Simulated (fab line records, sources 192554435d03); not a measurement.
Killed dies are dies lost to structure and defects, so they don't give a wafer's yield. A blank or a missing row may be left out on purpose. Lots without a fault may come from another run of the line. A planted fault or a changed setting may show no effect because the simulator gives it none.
A struck lot beside a sound one | flow n5_finfet | 25 steps out of a route of 1938
Sound: wafers L111.3, L111.4, L111.5. Struck: wafer L117.4. (L117.3, L117.5 of the same lot were not struck and are left out.) The cause comes at the end.
At each step with rows: each side's tool, then ch and its chambers, then its first start. Under that, the readings that differ: sound wafers | struck wafers | difference of the means | sigmas: that difference in standard deviations of wafers without a fault.
alike: readings whose means differ by less than 2 such deviations, and words and numbers that are the same on both sides. not compared: withheld readings, readings that some wafer has no value for, bounds like >300 that may hide the same value, and numbers for which the record gives no deviation and whose values overlap.
The two part at a step that has a row with sigmas, a row that says differs or no value, or rows on one side only. Numbers that don't overlap but have no deviation are shown without sigmas and don't part them. A reading that every wafer of one side lacks parts them only if that side has two wafers or more.

first, 9 steps without rows for these wafers: N5_BEOL_M10_COAT_60 (time 60 s, resist thk 30 nm); N5_BEOL_M10_COAT_05 (resist thk 90 nm); N5_BEOL_M10_EBR_07; N5_BEOL_M10_SOFTBAKE_06 (time 60 s); N5_BEOL_M10_EXPOSE_08 (exposes mask M10); N5_BEOL_M10_PEB_09 (peb time 60 s); N5_BEOL_M10_DEVELOP_10 (develop time 30 s); N5_BEOL_M10_DESCUM_16 (chemistry O2, time 7.9 s); N5_BEOL_M10_ETCH_61 (etches SiARC in CF4, target depth 39 nm, time 65 s).
N5_BEOL_M10_ETCH_62: etches SOC in N2/H2, target depth 110 nm, overetch 22 nm, time 165 s.
  sound on rie_diel-02 ch 0,3, day 11 16:18; struck on rie_diel-02 ch 0, day 13 06:23
  alike: drypump_motor_current_A, oes_product_au, rf_vpp_V, showerhead_plenum_p_Torr, throttle_valve_pct
  not compared: rf_hours_counter_h
then, 12 steps without rows for these wafers: N5_BEOL_M10_STRIP_68 (strips in N2/H2); N5_BEOL_M10_STRIP_67 (strips in CF4); N5_BEOL_M10_HM_OPEN_17 (chemistry Cl2/BCl3, target TiN, target depth 20 nm, overetch 6 nm); N5_BEOL_M10_STRIP_19 (strips in O2); N5_BEOL_M10_COAT_63 (time 60 s, resist thk 100 nm); N5_BEOL_M10_COAT_64 (time 60 s, resist thk 30 nm); N5_BEOL_M10_COAT_22 (resist thk 90 nm); N5_BEOL_M10_EBR_24; N5_BEOL_M10_SOFTBAKE_23 (time 60 s); N5_BEOL_M10_EXPOSE_25 (exposes mask V9); N5_BEOL_M10_PEB_26 (peb time 60 s); N5_BEOL_M10_DEVELOP_27 (develop time 30 s).
N5_BEOL_M10_INSPECT_30: inspects for defects (brightfield).
  sound on defect_inspect-02, day 11 17:16; struck on defect_inspect-01, day 13 07:13
  reading          | sound       | struck | difference | sigmas
  raw_defect_count | 567 380 474 | 964    | +490       | +6
then, 1 step without rows for these wafers: N5_BEOL_M10_DESCUM_33 (chemistry O2, time 7.9 s).
-- the record jumps here: 2 days lie between the struck wafers' starts before and after (it left off in module BEOL_M10 and takes up again in module PASSIVATION, whose first step shown is number 1936 of the route) --
N5_PASSIVATION_PROBE_49:
  the record has rows for the struck wafers here (prober-01, day 15 17:55) and none for the sound ones

WHERE THEY PART
First at N5_BEOL_M10_INSPECT_30; last, within this record, at N5_PASSIVATION_PROBE_49.

WHY: what the simulator had put in
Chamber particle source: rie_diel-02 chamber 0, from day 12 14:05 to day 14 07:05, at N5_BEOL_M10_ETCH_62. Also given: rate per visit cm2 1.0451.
